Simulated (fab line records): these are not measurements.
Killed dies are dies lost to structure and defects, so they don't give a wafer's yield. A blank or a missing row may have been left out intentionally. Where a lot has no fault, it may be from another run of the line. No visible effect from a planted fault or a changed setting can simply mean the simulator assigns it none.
fab line records | flow n5Finfet
[record] lots = 10 | wafers = 29 | lastDay = 17
route steps=1938 shown MIM_TOP_ETCH@1853 MIM_BOT_LITHO@1864 MIM_BOT_ETCH@1869 TV_OPEN@1887 PASSIVATION@1936
lots untouched by any fault: they come from a run of this same line in which no faults occurred
startH: the number of hours between the record's first day and the start of the first shown wafer of the lot | waitH: hours since the lot's step before | " repeats the value in the row above | L1.1+2: several wafers, shown together as one row | - no value present, or no start provided | * or withheld: withheld | < > ~ a bound
route shown NAME@n: names a module that has steps shown in the file, with the first one's number in the route | usual: mean/standard deviation of fault-free wafers | same: alike in all rows | chamber/n: place in a boat | sites: the reading at each site | _std_site: the values' standard deviation | _edge_site: inner sites' mean taken away from outer sites' mean | radiusMm: how far each site lies from the wafer's centre | mask NAME#n: copy n | behind: the tool/chamber that last shaped the wafer | hold: the reason the lot was held/the length of the hold in hours/how it ended | device: which transistor (n, p or np) failed to switch | end of line: the route-end tests of the same wafers | where a step has no rows: the recipe by itself | killed: at the first sort, the dies lost to defects and structure; wafer yield is something else | map: per-die view of a wafer (x killed, . not killed, _ where there is no die)
set.NAME: the setting that was run; set.NAME@STEP: the one run at that earlier step | model.NAME: the simulator's own value behind a step, which no gauge read
the route's steps for a sample of lots (tables are steps, rows are wafers)
services: a tool's chamber out of use, with start hour (startH, from the record's first day; less than 0 if before it), hours out, and reason
[[steps]]
[step N5_MIM_TOP_ETCH_PECVD_03]
[recipe] material = SiNx | targetThkA = 200 | tempC = 400 | precursor = SiH4/NH3/N2 | pressureTorr = 1.5 | rfW = 300 | timeS = 17.6
[usual] heaterPowerW = 810/72 | showerheadPlenumPTorr = 5.09/0.068 | susceptorTempC = 400.00/0.26 | throttleValvePct = 40.0/2.3
lot.wafer | tool     | chamber | startH | waitH | heaterPowerW | showerheadPlenumPTorr | susceptorTempC | throttleValvePct
L289.1    | pecvd-01 | 1       | 269.52 | -     | 735          | 5.19                  | 399.75         | 38.1
L289.2    | "        | 0       | "      | "     | 705          | 5.14                  | 399.87         | 42.8
L289.4    | "        | 2       | "      | "     | 972          | 4.99                  | 399.98         | 36.8
L290.1    | pecvd-01 | 2       | 274.13 | -     | 808          | 4.99                  | 399.76         | 36.7
L290.4    | "        | 1       | "      | "     | 760          | 5.18                  | 400.04         | 38.3
L290.6    | "        | 2       | "      | "     | 826          | 5.00                  | 399.91         | 36.3
L293.1    | pecvd-03 | 0       | 302.25 | -     | 688          | 5.06                  | 400.19         | 39.9
L293.2    | "        | 1       | "      | "     | 752          | 5.20                  | 399.88         | 39.5
L293.6    | "        | 0       | "      | "     | 701          | 5.06                  | 400.37         | 39.9
L298.2    | pecvd-04 | 2       | 325.25 | -     | 886          | 5.10                  | 400.00         | 39.3
L298.4    | "        | 0       | "      | "     | 798          | 5.03                  | 399.71         | 41.8
L298.5    | "        | 1       | "      | "     | 885          | 5.03                  | 399.97         | 43.1
L299.1    | pecvd-04 | 2       | 342.87 | -     | 741          | 5.09                  | 399.54         | 39.1
L299.2    | "        | 1       | "      | "     | 862          | 5.03                  | 399.57         | 43.0
L299.6    | "        | 2       | "      | "     | 745          | 5.08                  | 400.11         | 39.3
L301.1    | pecvd-03 | 0       | 355.63 | -     | 709          | 5.07                  | 399.91         | 40.0
L301.4    | "        | 2       | "      | "     | 872          | 5.18                  | 399.96         | 35.5
L301.5    | "        | 0       | "      | "     | 726          | 5.06                  | 399.65         | 39.8
L300.1    | pecvd-04 | 2       | 355.79 | -     | 830          | 5.09                  | 400.27         | 39.2
L300.3    | "        | 1       | "      | "     | 853          | 5.03                  | 399.73         | 43.1
L300.4    | "        | 2       | "      | "     | 823          | 5.09                  | 400.51         | 39.4
L304.2    | pecvd-04 | 2       | 357.07 | -     | 856          | 5.08                  | 400.13         | 39.3
L304.4    | "        | 1       | "      | "     | 825          | 5.03                  | 400.02         | 42.9
L304.5    | "        | 0       | "      | "     | 741          | 5.03                  | 399.60         | 41.6
L303.3    | pecvd-04 | 0       | 357.18 | -     | 765          | 5.02                  | 400.32         | 41.8
L303.6    | "        | 1       | "      | "     | 802          | 5.03                  | 399.77         | 43.1
L307.3    | pecvd-01 | 0       | 385.26 | -     | 765          | 5.13                  | 399.74         | 42.7
L307.5    | "        | 0       | "      | "     | 778          | 5.12                  | 400.16         | 43.1
L307.6    | "        | 1       | "      | "     | 816          | 5.20                  | 399.79         | 38.1
[step N5_MIM_BOT_LITHO_INSPECT_12]
[recipe] mode = adi | inspectInstrument = macro
[usual] rawDefectCount = 2.0/1.6
lot.wafer | tool             | chamber | startH | waitH | rawDefectCount
L289.1    | defectInspect-02 | -       | 270.05 | 0.0   | 1
L289.2    | "                | -       | "      | "     | 9
L289.4    | "                | -       | "      | "     | 1
L290.1    | defectInspect-01 | -       | 274.67 | 0.0   | 3
L290.4    | "                | -       | "      | "     | 3
L290.6    | "                | -       | "      | "     | 0
L293.1    | defectInspect-01 | -       | 302.66 | 0.0   | 2
L293.2    | "                | -       | "      | "     | 4
L293.6    | "                | -       | "      | "     | 1
L298.2    | defectInspect-01 | -       | 325.78 | 0.0   | 1
L298.4    | "                | -       | "      | "     | 4
L298.5    | "                | -       | "      | "     | 2
L299.1    | defectInspect-01 | -       | 343.29 | 0.0   | 0
L299.2    | "                | -       | "      | "     | 4
L299.6    | "                | -       | "      | "     | 3
L301.1    | defectInspect-02 | -       | 356.04 | 0.0   | 4
L301.4    | "                | -       | "      | "     | 5
L301.5    | "                | -       | "      | "     | 2
L300.1    | defectInspect-02 | -       | 356.20 | 0.0   | 1
L300.3    | "                | -       | "      | "     | 4
L300.4    | "                | -       | "      | "     | 2
L304.2    | defectInspect-02 | -       | 357.61 | 0.0   | 0
L304.4    | "                | -       | "      | "     | 0
L304.5    | "                | -       | "      | "     | 1
L303.3    | defectInspect-01 | -       | 357.77 | 0.0   | 2
L303.6    | "                | -       | "      | "     | 4
L307.3    | defectInspect-01 | -       | 385.80 | 0.0   | 1
L307.5    | "                | -       | "      | "     | 6
L307.6    | "                | -       | "      | "     | 0
[step N5_MIM_BOT_ETCH_STRIP_01]
[recipe] chemistry = O2 | powerW = 600 | tempC = 60 | pressureMtorr = 30 | rfFrequencyHz = 6e+07 | biasPowerW = 0 | overashFraction = 0.5 | o2FlowSccm = 225
[usual] drypumpMotorCurrentA = 5.6/0.42 | oesProductAu = 0.81/0.084 | rfVppV = 3.5/1.2 | showerheadPlenumPTorr = 2.10/0.063 | throttleValvePct = 16.65/0.25
[same] overashFraction = 0.5
lot.wafer | tool       | chamber | startH | waitH | drypumpMotorCurrentA | oesProductAu | rfHoursCounterH | rfVppV | showerheadPlenumPTorr | throttleValvePct
L289.1    | rieDiel-06 | 3       | 270.47 | 0.1   | 4.9                  | 0.85         | 41              | 3.2    | 2.04                  | 16.76
L289.2    | "          | 2       | "      | "     | 5.4                  | 0.85         | 47              | 4.3    | 2.20                  | 16.17
L289.4    | "          | 1       | "      | "     | 5.4                  | 0.67         | 224             | 3.0    | 2.16                  | 17.02
L290.1    | rieDiel-06 | 3       | 275.09 | 0.1   | 4.9                  | 0.87         | 44              | 2.8    | 2.04                  | 16.75
L290.4    | "          | 1       | "      | "     | 5.3                  | 0.67         | 226             | 1.4    | 2.16                  | 17.08
L290.6    | "          | 2       | "      | "     | 5.4                  | 0.88         | -               | 1.4    | 2.21                  | 16.16
L293.1    | rieDiel-06 | 1       | 303.14 | 0.1   | 5.3                  | 0.68         | 236             | 3.4    | 2.16                  | 17.05
L293.2    | "          | 2       | "      | "     | 5.4                  | 0.84         | 59              | 1.5    | 2.20                  | 16.27
L293.6    | "          | 1       | "      | "     | 5.3                  | 0.67         | -               | 4.6    | 2.16                  | 17.02
L298.2    | rieDiel-03 | 3       | 326.20 | 0.1   | 6.2                  | 0.78         | 137             | 2.7    | 2.12                  | 16.66
L298.4    | "          | 0       | "      | "     | 5.4                  | 0.92         | 33              | 3.0    | 2.21                  | 16.28
L298.5    | "          | 1       | "      | "     | 6.2                  | 0.91         | -               | 2.7    | 2.06                  | 16.82
L299.1    | rieDiel-06 | 1       | 345.00 | 0.2   | 5.3                  | 0.65         | 252             | 5.4    | 2.15                  | 17.14
L299.2    | "          | 0       | "      | "     | 5.8                  | 0.93         | 8               | 3.4    | 2.06                  | 16.24
L299.6    | "          | 2       | "      | "     | 5.4                  | 0.83         | -               | 2.8    | 2.19                  | 16.25
L301.1    | rieDiel-02 | 2       | 356.47 | 0.1   | 5.7                  | 0.79         | 113             | 4.2    | 2.04                  | 16.86
L301.4    | "          | 0       | "      | "     | 5.2                  | 0.83         | 88              | 4.8    | 2.03                  | 16.62
L301.5    | "          | 2       | "      | "     | 5.8                  | 0.80         | -               | 2.3    | 2.04                  | 16.83
L300.1    | rieDiel-06 | 2       | 356.62 | 0.1   | 5.4                  | 0.83         | 82              | 3.9    | 2.19                  | 16.23
L300.3    | "          | 3       | "      | "     | 5.0                  | 0.84         | 71              | 2.7    | 2.03                  | 16.82
L300.4    | "          | 0       | "      | "     | 5.8                  | 0.93         | -               | 1.8    | 2.06                  | 16.23
L304.2    | rieDiel-03 | 3       | 358.03 | 0.1   | 6.2                  | 0.75         | 150             | 1.0    | 2.11                  | 16.72
L304.4    | "          | 0       | "      | "     | 5.4                  | 0.90         | -               | 4.7    | 2.20                  | 16.27
L304.5    | "          | 3       | "      | "     | 6.2                  | 0.77         | -               | 4.3    | 2.11                  | 16.67
L303.3    | rieDiel-02 | 0       | 358.19 | 0.1   | 5.2                  | 0.81         | 88              | 3.1    | 2.03                  | 16.57
L303.6    | "          | 2       | "      | "     | 5.7                  | 0.79         | -               | 3.6    | 2.04                  | 16.92
L307.3    | rieDiel-03 | 0       | 386.30 | 0.1   | 5.4                  | 0.89         | 60              | 3.4    | 2.20                  | 16.36
L307.5    | "          | 3       | "      | "     | 6.2                  | 0.76         | -               | 5.2    | 2.11                  | 16.70
L307.6    | "          | 1       | "      | "     | 6.2                  | 0.85         | -               | 4.6    | 2.05                  | 16.90
[step N5_PASSIVATION_PASS_ETCH_74]
[recipe] chemistry = CF4/O2 | target = SiNx | targetDepthA = 2200 | timeS = 110 | ionEnergyEv = 100 | pressureMtorr = 40 | sourceW = 535 | biasW = 49 | Ar_flow_sccm = 100 | cf4FlowSccm = 100 | O2_flow_sccm = 10
[usual] cf4FlowSccm = 100.02/0.29 | drypumpMotorCurrentA = 5.8/0.42 | oes_f_703_au = 0.77/0.079 | oes_o_777_au = 0.76/0.079 | oesProductAu = 0.77/0.088 | rfVppV = 241/5.9 | showerheadPlenumPTorr = 2.21/0.077 | throttleValvePct = 15.98/0.22
lot.wafer | tool       | chamber | startH | waitH | cf4FlowSccm | drypumpMotorCurrentA | oes_f_703_au | oes_o_777_au | oesProductAu | rfHoursCounterH | rfVppV | showerheadPlenumPTorr | throttleValvePct
L289.1    | rieDiel-01 | 3       | 271.55 | 0.0   | 100.10      | 5.5                  | 0.67         | 0.67         | 0.68         | 235             | 252    | 2.27                  | 16.12
L289.2    | "          | 1       | "      | "     | 99.89       | 5.6                  | 0.69         | 0.71         | 0.69         | 211             | 240    | 2.18                  | 16.19
L289.4    | "          | 0       | "      | "     | 99.96       | 5.3                  | 0.90         | 0.89         | 0.92         | 26              | 243    | 2.26                  | 15.67
L290.1    | rieDiel-05 | 2       | 276.30 | 0.0   | 100.56      | 5.5                  | 0.85         | 0.85         | 0.86         | 60              | 237    | 2.25                  | 15.66
L290.4    | "          | 1       | "      | "     | 99.88       | 5.7                  | 0.77         | 0.78         | 0.77         | 133             | 230    | 2.05                  | 16.22
L290.6    | "          | 2       | "      | "     | 100.15      | 5.5                  | 0.86         | 0.85         | 0.85         | -               | 238    | 2.24                  | 15.67
L293.1    | rieDiel-01 | 1       | 305.91 | 0.0   | 99.91       | 5.6                  | 0.68         | 0.70         | 0.69         | 225             | 239    | 2.17                  | 16.23
L293.2    | "          | 0       | "      | "     | 100.02      | 5.3                  | 0.87         | 0.87         | 0.90         | 40              | 244    | 2.25                  | 15.72
L293.6    | "          | 1       | "      | "     | 100.54      | 5.6                  | 0.69         | 0.70         | 0.68         | -               | 240    | 2.17                  | 16.22
L298.2    | rieDiel-04 | 0       | 327.53 | 0.0   | 77.58       | 6.5                  | 0.83         | 0.99         | 0.76         | 145             | 236    | 2.15                  | 15.38
L298.4    | "          | 1       | "      | "     | 100.03      | 6.5                  | 0.71         | 0.72         | 0.70         | 219             | 237    | 2.17                  | 15.96
L298.5    | "          | 1       | "      | "     | 99.68       | 6.5                  | 0.71         | 0.72         | 0.70         | -               | 238    | 2.17                  | 15.95
L299.1    | rieDiel-04 | 0       | 347.33 | 0.0   | 77.31       | 6.5                  | 0.82         | 0.97         | 0.75         | 153             | 236    | 2.15                  | 15.41
L299.2    | "          | 3       | "      | "     | 99.66       | 5.4                  | 0.81         | 0.81         | 0.81         | 109             | 235    | 2.13                  | 15.84
L299.6    | "          | 0       | "      | "     | 77.28       | 6.6                  | 0.83         | 0.98         | 0.75         | -               | 237    | 2.15                  | 15.40
L301.1    | rieDiel-01 | 0       | 360.97 | 0.0   | 99.99       | 5.3                  | 0.85         | 0.84         | 0.88         | 58              | 243    | 2.24                  | 15.72
L301.4    | "          | 3       | "      | "     | 99.85       | 5.5                  | 0.94         | 0.95         | 0.98         | 1               | 252    | 2.26                  | 15.69
L301.5    | "          | 2       | "      | "     | 100.37      | 5.5                  | 0.88         | 0.89         | 0.90         | -               | 243    | 2.26                  | 15.84
L303.3    | rieDiel-01 | 1       | 361.46 | 0.0   | 99.90       | 5.6                  | 0.67         | 0.69         | 0.67         | 244             | 240    | 2.17                  | 16.26
L303.6    | "          | 1       | "      | "     | 100.26      | 5.6                  | 0.67         | 0.69         | 0.67         | -               | 238    | 2.17                  | 16.24
L300.1    | rieDiel-04 | 0       | 361.48 | 0.0   | 77.54       | 6.5                  | 0.81         | 0.97         | 0.75         | 157             | 236    | 2.14                  | 15.40
L300.3    | "          | 3       | "      | "     | 100.26      | 5.4                  | 0.81         | 0.81         | 0.80         | 114             | 236    | 2.13                  | 15.86
L300.4    | "          | 2       | "      | "     | 100.57      | 5.6                  | 0.74         | 0.70         | 0.72         | 193             | 241    | 2.19                  | 15.77
L304.2    | rieDiel-05 | 3       | 361.54 | 0.1   | 99.90       | 5.5                  | 0.71         | 0.70         | 0.70         | 246             | 237    | 2.10                  | 16.13
L304.4    | "          | 2       | "      | "     | 99.69       | 5.6                  | 0.83         | 0.81         | 0.82         | -               | 238    | 2.23                  | 15.73
L304.5    | "          | 3       | "      | "     | 100.32      | 5.5                  | 0.71         | 0.70         | 0.70         | -               | 239    | 2.10                  | 16.12
L307.3    | rieDiel-05 | 0       | 389.64 | 0.0   | 100.00      | 6.1                  | 0.87         | 0.87         | 0.89         | 18              | 254    | 2.34                  | 15.82
L307.5    | "          | 2       | "      | "     | 99.83       | 5.5                  | 0.81         | 0.81         | 0.80         | -               | 239    | 2.23                  | 15.74
L307.6    | "          | 3       | "      | "     | 99.93       | 5.5                  | 0.70         | 0.68         | 0.69         | -               | 238    | 2.10                  | 16.16
[step N5_PASSIVATION_PROBE_49]
[usual] defectLimitedYield = 91.0/1.4 | killed_at_M0_to_M3 = 35/10 | killed_at_M4_up = 13/6 | killedAtContacts = 13/6.4 | killedAtFrontEnd = 42/12 | killedAtOther = 3.2/2.4 | killedDies = 107/17 | killedOpen = 69/13 | killedShort = 33/7.3 | sort_bin_4_leakage = 0.00/0.022 | sort_bin_5_function = 5.3/0.92 | sort_bin_6_memory = 3.3/0.66 | sort_bin_8_speed = 0.00/0.035 | sortNPass = 1073/17 | sortYieldPct = 90.9/1.4
[same] grossDies = 1180 | killedAtBackSide = 0
lot.wafer | tool      | chamber | startH | waitH | defectLimitedYield[%] | killed_at_M0_to_M3 | killed_at_M4_up | killedAtContacts | killedAtFrontEnd | killedAtOther | killedDies | killedOpen | killedShort | sort_bin_4_leakage[%] | sort_bin_5_function[%] | sort_bin_6_memory[%] | sort_bin_8_speed[%] | sortNPass | sortYieldPct[%]
L293.2    | prober-01 | -       | 312.46 | 0.1   | 89.8                  | 39                 | 24              | 8                | 48               | 1             | 120        | 71         | 42          | 0                     | 5.8                    | 3.7                  | 0                   | 1060      | 89.8
L301.1    | prober-02 | -       | 368.96 | 0.0   | 88.7                  | 67                 | 22              | 10               | 33               | 1             | 133        | 83         | 44          | 0                     | 6.7                    | 4.2                  | 0                   | 1047      | 88.7
L301.4    | prober-02 | -       | 369.11 | 0.2   | 94.1                  | 22                 | 7               | 10               | 25               | 6             | 70         | 39         | 28          | 0                     | 3.7                    | 1.9                  | 0                   | 1110      | 94.1
L301.5    | prober-02 | -       | 369.16 | 0.2   | 92.7                  | 35                 | 10              | 13               | 24               | 4             | 86         | 46         | 33          | 0                     | 4.7                    | 2.3                  | 0                   | 1094      | 92.7
L303.3    | prober-01 | -       | 369.06 | 0.1   | 92.0                  | 37                 | 23              | 10               | 21               | 3             | 94         | 64         | 27          | 0                     | 4.5                    | 3.3                  | 0                   | 1086      | 92.0
L303.6    | prober-01 | -       | 369.21 | 0.3   | 91.3                  | 35                 | 9               | 15               | 36               | 8             | 103        | 73         | 28          | 0                     | 5.6                    | 3.1                  | 0                   | 1077      | 91.3
L300.1    | prober-02 | -       | 369.26 | 0.3   | 88.9                  | 29                 | 30              | 19               | 51               | 2             | 131        | 83         | 44          | 0                     | 6.5                    | 4.1                  | 0                   | 1049      | 88.9
L300.3    | prober-02 | -       | 369.36 | 0.4   | 90.9                  | 49                 | 26              | 12               | 18               | 2             | 107        | 76         | 29          | 0                     | 5.8                    | 3.1                  | 0                   | 1073      | 90.9
L300.4    | prober-02 | -       | 369.41 | 0.5   | 91.1                  | 26                 | 28              | 11               | 33               | 7             | 105        | 80         | 21          | 0                     | 6.3                    | 2.5                  | 0                   | 1075      | 91.1
// killed by level:class
L293.2 FIN_SAQP:geometricParticle:open=10 BEOL_M0_SAQP:geometricParticle:short=10 BEOL_M3:geometricParticle:open=9 FIN_SAQP:geometricParticle:short=8 BEOL_M4:geometricParticle:open=8 BEOL_M0_SAQP:geometricParticle:open=6 BEOL_M3:geometricParticle:short=6 STI_FIN_REVEAL:geometricParticle:open=5
L301.1 BEOL_M0_SAQP:geometricParticle:open=18 BEOL_M0_SAQP:geometricParticle:short=17 BEOL_M3:geometricParticle:open=11 BEOL_M4:geometricParticle:open=10 FIN_SAQP:geometricParticle:short=9 DUMMY_GATE:geometricParticle:open=8 MOL_CONTACT_COAG:geometricParticle:open=8 BEOL_M1:geometricParticle:open=7
L303.3 BEOL_M2:geometricParticle:open=9 MOL_CONTACT_COAG:geometricParticle:open=8 BEOL_M3:geometricParticle:open=6 BEOL_M4:geometricParticle:open=6 ILD0:geometricParticle:open=5 BEOL_M0_SAQP:geometricParticle:short=5 BEOL_M6:geometricParticle:open=5 BEOL_M0:geometricParticle:short=4
L301.4 BEOL_M0_SAQP:geometricParticle:short=8 FIN_SAQP:geometricParticle:open=6 FIN_SAQP:geometricParticle:short=6 MOL_CONTACT_COAG:geometricParticle:open=6 BEOL_M1:geometricParticle:open=5 MIM_TOP_ETCH:geometricParticle:open=4 BEOL_M0_SAQP:geometricParticle:open=3 BEOL_M3:geometricParticle:open=3
L301.5 MOL_CONTACT_COAG:geometricParticle:open=10 BEOL_M0_SAQP:geometricParticle:short=9 BEOL_M0_SAQP:geometricParticle:open=9 FIN_SAQP:geometricParticle:short=6 BEOL_M1:geometricParticle:open=5 BEOL_M3:geometricParticle:open=4 DUMMY_GATE:geometricParticle:open=3 MOL_CONTACT_COAG:geometricParticle:short=3
L303.6 BEOL_M0_SAQP:geometricParticle:open=9 MOL_CONTACT_COAG:geometricParticle:open=8 BEOL_M2:geometricParticle:open=8 STI_FIN_REVEAL:geometricParticle:open=7 FIN_SAQP:geometricParticle:open=6 MOL_CONTACT_COAG:geometricParticle:short=6 BEOL_M3:geometricParticle:open=6 BEOL_M1:geometricParticle:open=5
L300.1 STI_FIN_REVEAL:geometricParticle:open=14 MOL_CONTACT_COAG:geometricParticle:open=14 BEOL_M4:geometricParticle:open=13 FIN_SAQP:geometricParticle:short=9 STI_FIN_REVEAL:geometricParticle:short=8 FIN_SAQP:geometricParticle:open=8 BEOL_M3:geometricParticle:open=7 BEOL_M2:geometricParticle:open=6
L300.3 BEOL_M0_SAQP:geometricParticle:open=12 MOL_CONTACT_COAG:geometricParticle:open=11 BEOL_M3:geometricParticle:open=11 BEOL_M4:geometricParticle:open=9 BEOL_M0_SAQP:geometricParticle:short=8 BEOL_M2:geometricParticle:open=7 BEOL_M5:geometricParticle:open=7 BEOL_M1:geometricParticle:open=6
L300.4 STI_FIN_REVEAL:geometricParticle:open=13 BEOL_M4:geometricParticle:open=13 BEOL_M3:geometricParticle:open=8 MOL_CONTACT_COAG:geometricParticle:open=7 BEOL_M2:geometricParticle:open=7 BEOL_M1:geometricParticle:open=5 GATE_CUT:geometricParticle:open=5 BEOL_M7:geometricParticle:open=4
[[services]]
tool       | chamber | startH | hours | kind
pecvd-04   | -       | 245.96 | 0.8   | repair
rieDiel-06 | -       | 246.45 | 15.6  | pm
pecvd-01   | -       | 249.04 | 1.0   | repair
rieDiel-05 | 2       | 262.35 | 13.6  | repair
rieDiel-03 | 1       | 272.43 | 3.8   | repair
rieDiel-05 | -       | 292.60 | 0.7   | repair
pecvd-01   | -       | 292.99 | 1.4   | repair
pecvd-01   | 2       | 323.79 | 6.3   | repair
rieDiel-06 | 1       | 325.72 | 3.3   | repair
rieDiel-05 | 1       | 328.40 | 64.7  | repair
rieDiel-01 | 3       | 333.67 | 1.7   | repair
rieDiel-06 | 0       | 334.10 | 3.4   | repair
rieDiel-06 | 3       | 336.91 | 10.0  | repair
rieDiel-01 | -       | 342.24 | 0.3   | repair
rieDiel-05 | 0       | 348.81 | 15.9  | repair
rieDiel-06 | -       | 351.65 | 0.6   | repair
rieDiel-01 | -       | 354.16 | 0.9   | repair
rieDiel-03 | 1       | 356.01 | 2.6   | repair
rieDiel-03 | 1       | 368.38 | 5.3   | repair
rieDiel-01 | 0       | 371.81 | 12.2  | repair
rieDiel-05 | -       | 372.31 | 2.8   | pm
rieDiel-03 | 2       | 373.09 | 17.8  | repair
rieDiel-02 | 0       | 379.52 | 4.8   | repair
rieDiel-02 | -       | 379.68 | 0.7   | repair
[[key]]
[firstSign] step = N5_PASSIVATION_PASS_ETCH_74 | reading = cf4FlowSccm | direction = down | sigmas = 78 | usual = 100.02 | struck = 77.43
[effect] step = N5_PASSIVATION_PASS_ETCH_74 | reading = oes_o_777_au | direction = up | sigmas = 2.7 | usual = 0.76 | struck = 0.98
metAt N5_PASSIVATION_PASS_ETCH_74
struckLots L298,L299,L300
struckWafers L298.2,L299.1,L299.6,L300.1
notActingAt N5_MIM_TOP_ETCH_PECVD_03,N5_MIM_BOT_LITHO_INSPECT_12,N5_MIM_BOT_ETCH_STRIP_01
[fault] kind = processParameterDrift | tool = rieDiel-04 | chamber = 0 | onsetH = 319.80 | steps = N5_PASSIVATION_PASS_ETCH_74 | channel = cf4FlowSccm | offset = -22.5 | shape = step | endH = 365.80 | actsIn = theseRecipesOnly | stated = 100
